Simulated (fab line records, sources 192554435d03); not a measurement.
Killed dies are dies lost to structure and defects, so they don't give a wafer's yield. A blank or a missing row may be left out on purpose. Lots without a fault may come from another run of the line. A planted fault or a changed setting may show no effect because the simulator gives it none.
fab line records | flow n5_finfet
record lots=6 wafers=18 last_day=20
route steps=1938 shown TV_LITHO@1878 TV_OPEN@1887 PASSIVATION@1936
lots that met no fault: from a run of the same line without faults
start_h: hours from the record's first day to the start of the lot's first wafer shown | wait_h: hours since the lot's step before | " the same as in the row above | L1.1+2: a row that stands for several wafers | - no value, or no start given | * or withheld: withheld | < > ~ a bound
route shown NAME@n: a module of which the file shows steps, and the number in the route of the first | usual: mean/standard deviation of fault-free wafers | same: alike in all rows | chamber/n: place in a boat | sites: the reading at each site | _std_site: their standard deviation | _edge_site: outer sites' mean less inner sites' | radius_mm: how far each site lies from the wafer's centre | mask NAME#n: copy n | behind: the tool/chamber that last shaped the wafer | hold: why the lot was held/for how many hours/how that ended | device: the transistor (n, p or np) that didn't switch | end of line: the same wafers' tests at the end of the route | a step without rows: its recipe alone | killed: dies lost to structure and defects at the first sort, not the wafer's yield | map: a wafer's dies, x killed, . not, _ none there
set.NAME: the setting as run; set.NAME@STEP: as run at that earlier step | model.NAME: the simulator's own value behind a step, which no gauge read
lots at some steps of the route; a table a step, a row a wafer
services: from which hour (start_h, from the record's first day; less than 0 if before it) a tool's chamber was out of use, for how many hours, and why
## steps
# step N5_PASSIVATION_SOFTBAKE_05
# recipe temp_c=100 time_s=90
# step N5_PASSIVATION_EXPOSE_07
# recipe mask_id=TV na=0.55 source_shape=conventional sigma_outer=0.8 polarization=unpolarized defocus_nm=0 target_cd_nm=3000 dose_mj=22.75
# step N5_PASSIVATION_PEB_08
# recipe peb_temp_c=withheld peb_time_s=*
# step N5_PASSIVATION_DEVELOP_09
# recipe develop_time_s=60 rinse_liquid=diw dry=air_spin dev_temp_c=21
# step N5_PASSIVATION_HARDBAKE_11
# recipe temp_c=130 time_s=120
# step N5_PASSIVATION_CD_MEAS_10
# recipe target_cd_nm=3000 landing_energy_ev=500 detector=se_inlens
# usual cd_nm=2998/4.7
# columns lot.wafer tool chamber start_h wait_h cd_nm
L780.1 cd_sem-02 0 335.35 - 3003
L780.3 " 0 " " 3001
L780.5 " 0 " " 3002
L782.1 cd_sem-03 0 353.56 - 2992
L782.2 " 0 " " 2994
L782.4 " 0 " " 2993
L786.1 cd_sem-03 0 373.75 - 2993
L786.2 " 0 " " 2990
L786.5 " 0 " " 2996
L788.2 cd_sem-03 0 402.80 - 2996
L788.3 " 0 " " 2999
L788.5 " 0 " " 2998
L790.1 cd_sem-03 0 426.17 - 2997
L790.4 " 0 " " 2997
L790.6 " 0 " " 3002
L794.2 cd_sem-03 0 461.81 - 3005
L794.4 " 0 " " 2998
L794.5 " 0 " " 3004
# step N5_PASSIVATION_OVL_MEAS_60
# recipe points_per_wafer=44
# usual TV_OVL=-1/5.6
# columns lot.wafer tool chamber start_h wait_h TV_OVL[nm]
L780.1 overlay-01 0 335.38 0.0 4
L780.3 " 0 " " 7
L780.5 " 0 " " 10
L782.1 overlay-01 0 353.59 0.0 -11
L782.2 " 0 " " -1
L782.4 " 0 " " 1
L786.1 overlay-01 0 373.78 0.0 3
L786.2 " 0 " " 3
L786.5 " 0 " " 3
L788.2 overlay-01 0 402.83 0.0 -6
L788.3 " 0 " " -4
L788.5 " 0 " " -7
L790.1 overlay-01 0 426.20 0.0 1
L790.4 " 0 " " 0
L790.6 " 0 " " 5
L794.2 overlay-01 0 461.84 0.0 1
L794.4 " 0 " " -7
L794.5 " 0 " " 2
# step N5_PASSIVATION_INSPECT_61
# recipe mode=adi inspect_instrument=macro
# usual raw_defect_count=2.3/1.6
# columns lot.wafer tool chamber start_h wait_h raw_defect_count
L780.1 defect_inspect-02 - 335.40 0.0 0
L780.3 " - " " 3
L780.5 " - " " 3
L782.1 defect_inspect-02 - 353.61 0.0 1
L782.2 " - " " 5
L782.4 " - " " 1
L786.1 defect_inspect-01 - 373.80 0.0 1
L786.2 " - " " 2
L786.5 " - " " 1
L788.2 defect_inspect-02 - 402.85 0.0 0
L788.3 " - " " 1
L788.5 " - " " 1
L790.1 defect_inspect-02 - 426.22 0.0 1
L790.4 " - " " 3
L790.6 " - " " 2
L794.2 defect_inspect-02 - 461.87 0.0 2
L794.4 " - " " 3
L794.5 " - " " 1
# step N5_PASSIVATION_DESCUM_12
# recipe chemistry=O2 time_s=7.9 source_power_w=50 bias_power_w=20 pressure_mtorr=20 rf_frequency_hz=2.712e+07 temp_c=40 o2_flow_sccm=225
# usual drypump_motor_current_A=5.5/0.32 oes_product_au=0.79/0.091 rf_fwd_power_W=49.64/0.17 rf_vpp_V=242.9/1.5 showerhead_plenum_p_Torr=2.08/0.078 throttle_valve_pct=20.4/0.31
# columns lot.wafer tool chamber start_h wait_h drypump_motor_current_A oes_product_au rf_fwd_power_W rf_hours_counter_h rf_vpp_V showerhead_plenum_p_Torr throttle_valve_pct
L780.1 rie_diel-05 2 335.44 0.0 5.5 0.92 49.46 10 243.8 2.07 20.3
L780.3 " 3 " " 5.0 0.69 49.51 232 241.1 1.99 21.0
L780.5 " 3 " " 5.0 0.69 49.48 - 241.9 1.99 21.0
L782.1 rie_diel-06 2 353.65 0.0 5.9 0.71 49.40 224 240.8 1.98 20.8
L782.2 " 3 " " 6.4 0.71 49.63 226 240.5 1.98 20.1
L782.4 " 1 " " 5.6 0.85 49.96 83 241.9 2.00 20.1
L786.1 rie_diel-05 3 373.84 0.0 5.1 0.68 49.59 241 242.2 1.98 21.0
L786.2 " 1 " " 5.7 0.72 49.71 224 242.2 2.07 20.6
L786.5 " 1 " " 5.6 0.71 50.03 - 241.6 2.07 20.6
L788.2 rie_diel-05 1 403.08 0.2 5.6 0.70 49.67 232 242.1 2.06 20.6
L788.3 " 2 " " 5.5 0.88 49.72 26 241.1 2.07 20.3
L788.5 " 2 " " 5.5 0.88 49.79 - 242.9 2.07 20.4
L790.1 rie_diel-06 3 426.25 0.0 6.4 0.70 49.53 245 240.1 1.97 20.1
L790.4 " 1 " " 5.6 0.81 49.85 103 242.5 1.99 20.1
L790.6 " 0 " " 5.2 0.72 49.70 - 243.2 2.05 20.3
L794.2 rie_diel-06 0 461.90 0.0 5.2 0.70 49.75 247 243.4 2.05 20.4
L794.4 " 3 " " 6.4 0.97 49.86 - 246.9 2.23 19.7
L794.5 " 0 " " 5.2 0.71 49.67 - 243.3 2.05 20.4
# step N5_PASSIVATION_PASS_ETCH_74
# recipe chemistry=CF4/O2 target=SiNx target_depth_a=2200 time_s=110 ion_energy_ev=100 pressure_mtorr=40 source_w=535 bias_w=49 Ar_flow_sccm=100 cf4_flow_sccm=100 O2_flow_sccm=10
# usual bias_w=49.00/0.16 drypump_motor_current_A=5.5/0.32 oes_product_au=0.79/0.092 rf_fwd_power_W=532.4/1.6 rf_vpp_V=241/5.6 showerhead_plenum_p_Torr=2.20/0.076 throttle_valve_pct=16.05/0.29
# columns lot.wafer tool chamber start_h wait_h bias_w drypump_motor_current_A oes_product_au rf_fwd_power_W rf_hours_counter_h rf_vpp_V showerhead_plenum_p_Torr throttle_valve_pct
L780.1 rie_diel-05 2 335.50 0.0 48.91 5.5 0.94 531.6 10 236 2.17 15.76
L780.3 " 3 " " 49.23 5.1 0.67 531.5 232 231 2.11 16.62
L780.5 " 3 " " 49.29 5.1 0.67 532.1 - 230 2.11 16.60
L782.1 rie_diel-06 2 353.71 0.0 49.14 6.0 0.72 534.5 224 247 2.10 16.39
L782.2 " 3 " " 49.15 6.4 0.73 534.5 226 241 2.08 15.76
L782.4 " 1 " " 49.11 5.6 0.82 533.2 83 242 2.14 15.85
L786.1 rie_diel-05 3 373.90 0.0 49.03 5.1 0.67 533.0 241 229 2.10 16.65
L786.2 " 1 " " 48.89 5.6 0.70 531.0 224 245 2.18 16.23
L786.5 " 1 " " 48.96 5.6 0.70 533.9 - 243 2.18 16.22
L788.2 rie_diel-05 1 403.14 0.0 49.02 5.6 0.70 535.2 232 244 2.18 16.23
L788.3 " 2 " " 48.94 5.5 0.90 535.3 26 236 2.17 15.80
L788.5 " 2 " " 48.91 5.5 0.90 533.7 - 234 2.17 15.81
L790.1 rie_diel-06 3 426.32 0.0 48.80 6.4 0.72 534.8 245 239 2.08 15.79
L790.4 " 1 " " 48.86 5.6 0.79 531.5 103 242 2.13 15.88
L790.6 " 0 " " 49.24 5.1 0.72 534.3 - 238 2.17 16.05
L794.2 rie_diel-06 0 461.97 0.0 49.05 5.2 0.71 531.5 247 238 2.17 16.07
L794.4 " 3 " " 49.30 6.4 0.99 530.0 - 243 2.33 15.33
L794.5 " 0 " " 49.13 5.1 0.71 532.9 - 238 2.17 16.06
# step N5_PASSIVATION_VIA_ETCH_13
# recipe chemistry=CHF3/O2 target=SiO2 target_depth_a=6600 CHF3_flow_sccm=50 O2_flow_sccm=5 Ar_flow_sccm=200 time_s=330 mask_material=PR pressure_mtorr=30 source_w=650 bias_w=170 ion_energy_ev=200 ends=cleared
# usual CHF3_flow_sccm=50.00/0.14 bias_w=169.9/0.52 drypump_motor_current_A=5.5/0.32 etch_rf_on_time_s=238/7.8 oes_product_au=0.71/0.082 rf_fwd_power_W=647.8/1.8 rf_vpp_V=525/12 showerhead_plenum_p_Torr=2.40/0.081 throttle_valve_pct=18.9/0.31
# columns lot.wafer tool chamber start_h wait_h CHF3_flow_sccm bias_w drypump_motor_current_A etch_rf_on_time_s oes_product_au rf_fwd_power_W rf_hours_counter_h rf_vpp_V showerhead_plenum_p_Torr throttle_valve_pct
L780.1 rie_diel-05 2 335.59 0.0 49.96 170.1 5.5 232 0.84 648.8 10 512 2.37 18.6
L780.3 " 3 " " 49.97 169.7 5.1 250 0.61 646.4 232 500 2.31 19.6
L780.5 " 3 " " 50.26 170.6 5.1 256 0.62 643.4 - 500 2.31 19.6
L782.1 rie_diel-06 2 353.81 0.0 49.97 170.5 6.0 231 0.64 649.2 224 537 2.29 19.3
L782.2 " 3 " " 50.07 170.0 6.4 229 0.65 647.6 226 522 2.28 18.6
L782.4 " 1 " " 50.10 170.3 5.7 244 0.75 647.9 83 523 2.33 18.7
L786.1 rie_diel-05 3 374.00 0.0 50.06 169.5 5.1 250 0.60 651.1 241 498 2.31 19.6
L786.2 " 1 " " 50.24 170.5 5.6 246 0.63 646.5 224 532 2.38 19.0
L786.5 " 1 " " 50.24 170.9 5.6 247 0.64 648.6 - 529 2.38 19.0
L788.2 rie_diel-05 1 403.24 0.0 49.79 169.3 5.6 240 0.63 650.6 232 527 2.37 19.0
L788.3 " 2 " " 49.87 170.0 5.5 234 0.80 645.6 26 512 2.36 18.7
L788.5 " 2 " " 50.22 169.9 5.5 232 0.81 648.5 - 511 2.36 18.7
L790.1 rie_diel-06 3 426.41 0.0 49.86 170.6 6.4 229 0.64 647.7 245 520 2.28 18.6
L790.4 " 1 " " 50.10 169.7 5.6 249 0.72 646.4 103 524 2.32 18.7
L790.6 " 0 " " 50.08 170.6 5.2 241 0.64 645.2 - 518 2.37 18.8
L794.2 rie_diel-06 0 462.06 0.0 50.02 169.7 5.2 237 0.64 646.8 247 519 2.36 18.9
L794.4 " 3 " " 49.97 169.5 6.4 228 0.89 645.8 - 531 2.56 18.2
L794.5 " 0 " " 50.03 170.2 5.1 239 0.63 649.6 - 519 2.36 18.9
# step N5_PASSIVATION_STRIP_14
# recipe chemistry=O2 power_w=600 temp_c=60 pressure_mtorr=30 rf_frequency_hz=6e+07 bias_power_w=0 overash_fraction=0.5 o2_flow_sccm=225
# usual drypump_motor_current_A=5.5/0.32 oes_product_au=0.79/0.09 rf_vpp_V=3.6/0.86 showerhead_plenum_p_Torr=2.08/0.078 throttle_valve_pct=16.7/0.3
# columns lot.wafer tool chamber start_h wait_h drypump_motor_current_A oes_product_au rf_hours_counter_h rf_vpp_V showerhead_plenum_p_Torr throttle_valve_pct
L780.1 rie_diel-05 2 335.79 0.1 5.5 0.92 10 1.6 2.08 16.5
L780.3 " 3 " " 5.1 0.69 232 4.3 1.99 17.3
L780.5 " 3 " " 5.1 0.70 - 3.5 1.99 17.3
L782.1 rie_diel-06 2 354.00 0.1 6.0 0.71 224 2.8 1.98 17.0
L782.2 " 3 " " 6.4 0.72 226 4.2 1.98 16.5
L782.4 " 1 " " 5.6 0.81 83 2.6 2.00 16.3
L786.1 rie_diel-05 3 374.19 0.1 5.1 0.69 241 3.3 1.99 17.3
L786.2 " 1 " " 5.6 0.72 225 4.0 2.07 16.9
L786.5 " 1 " " 5.6 0.71 - 4.7 2.07 16.9
L788.2 rie_diel-05 1 403.43 0.1 5.6 0.70 233 4.6 2.07 16.9
L788.3 " 2 " " 5.5 0.89 26 4.8 2.07 16.5
L788.5 " 2 " " 5.5 0.89 - 2.9 2.07 16.6
L790.1 rie_diel-06 3 426.61 0.1 6.4 0.69 245 4.4 1.98 16.5
L790.4 " 1 " " 5.6 0.82 103 3.0 1.99 16.4
L790.6 " 0 " " 5.2 0.71 - 3.1 2.06 16.6
L794.2 rie_diel-06 0 462.26 0.1 5.1 0.72 247 3.0 2.05 16.7
L794.4 " 3 " " 6.4 0.98 - 4.5 2.24 16.1
L794.5 " 0 " " 5.1 0.72 - 3.9 2.05 16.7
# step N5_PASSIVATION_ETCH_15
# recipe chemistry=CF4/N2 target=SiCN target_depth_a=750 taper_deg=2 time_s=81.2 ion_energy_ev=150 mask_material=SiNx pressure_mtorr=40 source_w=430 bias_w=70 Ar_flow_sccm=100 cf4_flow_sccm=60 n2_flow_sccm=60
# usual bias_w=69.98/0.21 drypump_motor_current_A=5.5/0.32 n2_flow_sccm=60.01/0.22 oes_product_au=0.79/0.091 rf_fwd_power_W=427.7/1.3 rf_vpp_V=382.1/2 showerhead_plenum_p_Torr=2.20/0.077 throttle_valve_pct=15.5/0.3
# columns lot.wafer tool chamber start_h wait_h bias_w drypump_motor_current_A n2_flow_sccm oes_product_au rf_fwd_power_W rf_hours_counter_h rf_vpp_V showerhead_plenum_p_Torr throttle_valve_pct
L780.1 rie_diel-05 2 335.83 - 69.94 5.5 60.07 0.94 425.9 10 382.3 2.17 15.2
L780.3 " 3 " " 70.11 5.1 59.74 0.68 427.0 232 379.1 2.10 16.1
L780.5 " 3 " " 69.99 5.1 59.65 0.68 427.8 - 379.9 2.10 16.1
L782.1 rie_diel-06 2 354.04 - 70.11 6.0 59.68 0.71 427.7 225 380.3 2.10 15.8
L782.2 " 3 " " 69.83 6.4 59.53 0.73 428.2 226 380.8 2.08 15.2
L782.4 " 1 " " 69.79 5.6 60.01 0.81 428.5 83 379.6 2.14 15.3
L786.1 rie_diel-05 3 374.23 - 70.04 5.0 60.04 0.68 430.6 241 379.8 2.10 16.1
L786.2 " 1 " " 66.81 5.6 59.94 0.68 428.7 225 372.6 2.18 15.7
L786.5 " 1 " " 66.87 5.6 60.29 0.69 426.3 - 370.4 2.18 15.7
L788.2 rie_diel-05 1 403.47 - 67.05 5.6 60.27 0.69 427.3 233 371.4 2.18 15.7
L788.3 " 2 " " 70.14 5.5 59.82 0.91 428.0 27 381.0 2.16 15.2
L788.5 " 2 " " 70.26 5.5 59.85 0.90 427.4 - 380.9 2.16 15.2
L790.1 rie_diel-06 3 426.65 - 69.84 6.4 60.04 0.71 428.5 245 378.9 2.07 15.3
L790.4 " 1 " " 70.11 5.6 60.35 0.78 427.5 103 381.3 2.14 15.3
L790.6 " 0 " " 69.85 5.2 60.30 0.71 429.0 - 382.7 2.18 15.5
L794.2 rie_diel-06 0 462.30 - 69.64 5.2 60.23 0.71 428.2 247 381.0 2.17 15.5
L794.4 " 3 " " 69.83 6.4 59.95 0.99 428.7 - 385.7 2.34 14.7
L794.5 " 0 " " 69.74 5.1 60.42 0.72 428.9 - 380.2 2.17 15.5
# step N5_PASSIVATION_STRIP_73
# recipe chemistry=post_etch_residue_remover time_s=60 temp_c=25 remover_ph=withheld remover_water_wt_pct=withheld remover_fluoride_wt_pct=withheld
# step N5_PASSIVATION_PROBE_49
# usual defect_limited_yield=91.2/1.5 killed_at_M0_to_M3=35/12 killed_at_M4_up=14/5.1 killed_at_contacts=13/6 killed_at_front_end=38/12 killed_at_other=4/3.5 killed_dies=104/18 killed_open=68/13 killed_short=33/8.1 sort_bin_4_leakage=0.00/0.044 sort_bin_5_function=5.2/1 sort_bin_6_memory=3.2/0.69 sort_n_pass=1076/18 sort_yield_pct=91.2/1.5
# same gross_dies=1180 killed_at_back_side=0 sort_bin_8_speed[%]=0
# columns lot.wafer tool chamber start_h wait_h defect_limited_yield[%] killed_at_M0_to_M3 killed_at_M4_up killed_at_contacts killed_at_front_end killed_at_other killed_dies killed_open killed_short sort_bin_4_leakage[%] sort_bin_5_function[%] sort_bin_6_memory[%] sort_n_pass sort_yield_pct[%]
L780.1 prober-01 - 343.10 0.0 94.5 25 14 8 18 0 65 46 16 0 3.1 2.0 1115 94.5
L780.3 prober-01 - 343.20 0.1 93.0 23 17 13 28 2 83 60 22 0 3.8 3.0 1097 93.0
L780.5 prober-01 - 343.30 0.2 93.1 22 12 3 45 0 82 47 29 0 4.5 1.9 1098 93.1
L782.1 prober-01 - 360.58 0.0 90.3 35 13 7 59 0 114 72 38 0 6.3 3.3 1066 90.3
L782.2 prober-01 - 360.63 0.1 93.6 21 10 18 22 4 75 55 20 0 4.5 1.8 1105 93.6
L782.4 prober-01 - 360.73 0.2 93.1 22 11 10 38 0 81 47 34 0 4.1 2.8 1099 93.1
L786.1 prober-01 - 380.78 0.0 90.1 44 17 2 50 4 117 75 42 0 6.4 3.1 1063 90.1
L786.2 prober-01 - 380.83 0.1 92.0 33 15 14 30 2 94 63 29 0 4.9 2.7 1086 92.0
L786.5 prober-01 - 380.98 0.2 93.0 23 22 6 30 2 83 58 23 0 3.8 2.9 1097 93.0
L788.2 prober-02 - 409.63 0.1 91.4 33 5 9 53 2 102 72 27 0 5.3 3.1 1078 91.4
L788.3 prober-02 - 409.68 0.1 92.8 26 19 9 31 0 85 59 25 0 3.8 3.2 1095 92.8
L788.5 prober-02 - 409.78 0.2 92.3 17 19 15 40 0 91 58 24 0 4.7 2.3 1089 92.3
L790.1 prober-01 - 433.12 0.0 92.0 24 15 11 37 7 94 70 24 0 4.7 3.1 1086 92.0
L790.4 prober-01 - 433.27 0.2 91.8 26 14 6 49 2 97 62 35 0 5.1 2.7 1083 91.8
L790.6 prober-01 - 433.37 0.3 91.0 44 10 11 40 1 106 75 31 0 5.9 2.5 1074 91.0
L794.2 prober-02 - 468.87 0.1 89.5 53 21 21 29 0 124 78 45 0 6.4 3.7 1056 89.5
L794.4 prober-02 - 468.97 0.2 92.2 37 18 7 30 0 92 58 33 0.08 4.8 2.8 1087 92.1
L794.5 prober-02 - 469.02 0.2 92.7 33 15 13 21 4 86 58 27 0 4.4 2.6 1094 92.7
# killed by level:class
L780.1 BEOL_M2:geometric_particle:open=7 MOL_CONTACT_COAG:geometric_particle:open=6 BEOL_M0_SAQP:geometric_particle:open=6 BEOL_M3:geometric_particle:open=5 FIN_SAQP:geometric_particle:short=3 FIN_SAQP:geometric_particle:open=3 GATE_CUT:geometric_particle:short=3 BEOL_M5:geometric_particle:open=3
L780.3 MOL_CONTACT_COAG:geometric_particle:open=12 BEOL_M0_SAQP:geometric_particle:open=6 GATE_CUT:geometric_particle:open=5 BEOL_M5:geometric_particle:open=5 FIN_SAQP:geometric_particle:short=4 STI_FIN_REVEAL:geometric_particle:open=4 DUMMY_GATE:geometric_particle:open=4 BEOL_M0_SAQP:geometric_particle:short=4
L780.5 FIN_SAQP:geometric_particle:open=8 BEOL_M0_SAQP:geometric_particle:open=7 STARTING-WAFER:geometric_particle:short=7 FIN_SAQP:geometric_particle:short=6 GATE_CUT:geometric_particle:short=6 STARTING-WAFER:geometric_particle:open=6 STI_FIN_REVEAL:geometric_particle:open=5 BEOL_M5:geometric_particle:open=5
L782.1 FIN_SAQP:geometric_particle:open=23 BEOL_M3:geometric_particle:open=14 FIN_SAQP:geometric_particle:short=11 BEOL_M0_SAQP:geometric_particle:short=9 STI_FIN_REVEAL:geometric_particle:open=6 STI_FIN_REVEAL:geometric_particle:short=5 BEOL_M0_SAQP:geometric_particle:open=5 MOL_CONTACT_COAG:geometric_particle:open=4
L782.2 MOL_CONTACT_COAG:geometric_particle:open=16 BEOL_M3:geometric_particle:open=6 FIN_SAQP:geometric_particle:short=5 STI_FIN_REVEAL:geometric_particle:open=4 BEOL_M0_SAQP:geometric_particle:open=4 BEOL_M2:geometric_particle:open=4 BEOL_M4:geometric_particle:open=4 STARTING-WAFER:geometric_particle:open=4
L782.4 FIN_SAQP:geometric_particle:short=14 MOL_CONTACT_COAG:geometric_particle:open=9 FIN_SAQP:geometric_particle:open=6 BEOL_M0_SAQP:geometric_particle:open=6 BEOL_M3:geometric_particle:open=5 BEOL_M0_SAQP:geometric_particle:short=5 STARTING-WAFER:geometric_particle:short=4 STI_FIN_REVEAL:geometric_particle:open=3
L786.1 FIN_SAQP:geometric_particle:short=14 STI_FIN_REVEAL:geometric_particle:open=13 BEOL_M2:geometric_particle:open=12 BEOL_M3:geometric_particle:open=9 BEOL_M4:geometric_particle:open=9 FIN_SAQP:geometric_particle:open=8 BEOL_M0_SAQP:geometric_particle:short=8 BEOL_M0_SAQP:geometric_particle:open=6
L786.2 MOL_CONTACT_COAG:geometric_particle:open=11 BEOL_M3:geometric_particle:open=9 BEOL_M4:geometric_particle:open=8 STI_FIN_REVEAL:geometric_particle:open=7 BEOL_M0_SAQP:geometric_particle:short=7 FIN_SAQP:geometric_particle:short=6 BEOL_M2:geometric_particle:open=6 STARTING-WAFER:geometric_particle:open=6
L786.5 BEOL_M3:geometric_particle:open=8 BEOL_M4:geometric_particle:open=8 FIN_SAQP:geometric_particle:short=7 STI_FIN_REVEAL:geometric_particle:open=7 BEOL_M0_SAQP:geometric_particle:short=6 BEOL_M5:geometric_particle:open=6 FIN_SAQP:geometric_particle:open=5 MOL_CONTACT_COAG:geometric_particle:open=4
L788.2 STI_FIN_REVEAL:geometric_particle:open=16 BEOL_M1:geometric_particle:open=10 MOL_CONTACT_COAG:geometric_particle:open=9 BEOL_M2:geometric_particle:open=7 STI_FIN_REVEAL:geometric_particle:short=6 GATE_CUT:geometric_particle:short=6 BEOL_M1:geometric_particle:short=5 BEOL_M3:geometric_particle:open=5
L788.3 STI_FIN_REVEAL:geometric_particle:open=12 BEOL_M4:geometric_particle:open=9 BEOL_M3:geometric_particle:open=8 BEOL_M1:geometric_particle:open=6 DUMMY_GATE:geometric_particle:open=5 MOL_CONTACT_COAG:geometric_particle:open=5 MOL_CONTACT_COAG:geometric_particle:short=4 BEOL_M4:geometric_particle:short=4
L788.5 MOL_CONTACT_COAG:geometric_particle:open=13 BEOL_M4:geometric_particle:open=6 STI_FIN_REVEAL:geometric_particle:open=5 DUMMY_GATE:geometric_particle:open=5 GATE_CUT:geometric_particle:open=5 HKMG_FIN:area_etch=5 FIN_SAQP:geometric_particle:short=4 BEOL_M1:geometric_particle:short=4
L790.1 FIN_SAQP:geometric_particle:open=15 BEOL_M2:geometric_particle:open=11 MOL_CONTACT_COAG:geometric_particle:open=10 FIN_SAQP:geometric_particle:short=6 BEOL_M4:geometric_particle:open=6 STI_FIN_REVEAL:geometric_particle:open=4 MIM_BOT:geometric_particle:short=4 DUMMY_GATE:geometric_particle:open=3
L790.4 FIN_SAQP:geometric_particle:short=17 FIN_SAQP:geometric_particle:open=14 BEOL_M2:geometric_particle:open=10 STI_FIN_REVEAL:geometric_particle:open=7 MOL_CONTACT_COAG:geometric_particle:open=6 BEOL_M4:geometric_particle:open=5 BEOL_M5:geometric_particle:open=5 STI_FIN_REVEAL:geometric_particle:short=3
L790.6 FIN_SAQP:geometric_particle:open=18 BEOL_M2:geometric_particle:open=11 BEOL_M1:geometric_particle:open=10 MOL_CONTACT_COAG:geometric_particle:open=9 BEOL_M0_SAQP:geometric_particle:open=8 FIN_SAQP:geometric_particle:short=7 BEOL_M0_SAQP:geometric_particle:short=7 STI_FIN_REVEAL:geometric_particle:open=5
L794.2 MOL_CONTACT_COAG:geometric_particle:open=17 BEOL_M0_SAQP:geometric_particle:short=13 STI_FIN_REVEAL:geometric_particle:open=8 BEOL_M1:geometric_particle:open=8 BEOL_M2:geometric_particle:open=8 BEOL_M4:geometric_particle:open=8 BEOL_M3:geometric_particle:open=7 GATE_CUT:geometric_particle:short=5
L794.4 BEOL_M0_SAQP:geometric_particle:short=9 FIN_SAQP:geometric_particle:short=7 MOL_CONTACT_COAG:geometric_particle:open=7 BEOL_M2:geometric_particle:open=7 BEOL_M4:geometric_particle:open=7 BEOL_M0_SAQP:geometric_particle:open=6 STI_FIN_REVEAL:geometric_particle:open=5 STARTING-WAFER:geometric_particle:open=5
L794.5 BEOL_M0_SAQP:geometric_particle:short=11 MOL_CONTACT_COAG:geometric_particle:open=10 BEOL_M4:geometric_particle:open=10 BEOL_M2:geometric_particle:open=9 STI_FIN_REVEAL:geometric_particle:open=5 GATE_CUT:geometric_particle:short=5 BEOL_M1:geometric_particle:open=4 MOL_CONTACT_COAG:geometric_particle:short=3
## services
# columns tool chamber start_h hours kind
rie_diel-06 - 327.61 1.9 repair
rie_diel-06 3 331.79 18.0 repair
rie_diel-06 1 344.77 6.9 repair
rie_diel-05 0 376.44 12.7 repair
rie_diel-05 3 407.75 - clean
rie_diel-05 3 407.75 - consumable_replace:focus_ring
rie_diel-05 3 407.75 - consumable_replace:showerhead
rie_diel-05 3 407.75 22.4 scheduled_down
rie_diel-05 3 407.75 22.4 vent_cycle
rie_diel-06 3 439.75 - clean
rie_diel-06 3 439.75 - consumable_replace:focus_ring
rie_diel-06 3 439.75 - consumable_replace:showerhead
rie_diel-06 3 439.75 14.4 scheduled_down
rie_diel-06 3 439.75 14.4 vent_cycle
rie_diel-05 - 443.61 2.3 repair
rie_diel-06 - 448.03 1.3 repair
rie_diel-06 2 454.17 - clean
rie_diel-06 2 454.17 - consumable_replace:focus_ring
rie_diel-06 2 454.17 - consumable_replace:showerhead
rie_diel-06 2 454.17 20.6 scheduled_down
rie_diel-06 2 454.17 20.6 vent_cycle
## key
first_sign step=N5_PASSIVATION_ETCH_15 reading=bias_w direction=down sigmas=14 usual=* struck=*
effect step=N5_PASSIVATION_ETCH_15 reading=rf_vpp_V direction=down sigmas=5.2 usual=382.1 struck=371.4
met_at N5_PASSIVATION_ETCH_15
struck_wafers L786.2,L786.5,L788.2
fault kind=process_parameter_drift tool=rie_diel-05 chamber=1 onset_h=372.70 steps=N5_PASSIVATION_ETCH_15 channel=bias_w offset=* shape=step end_h=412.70 acts_in=* stated=*
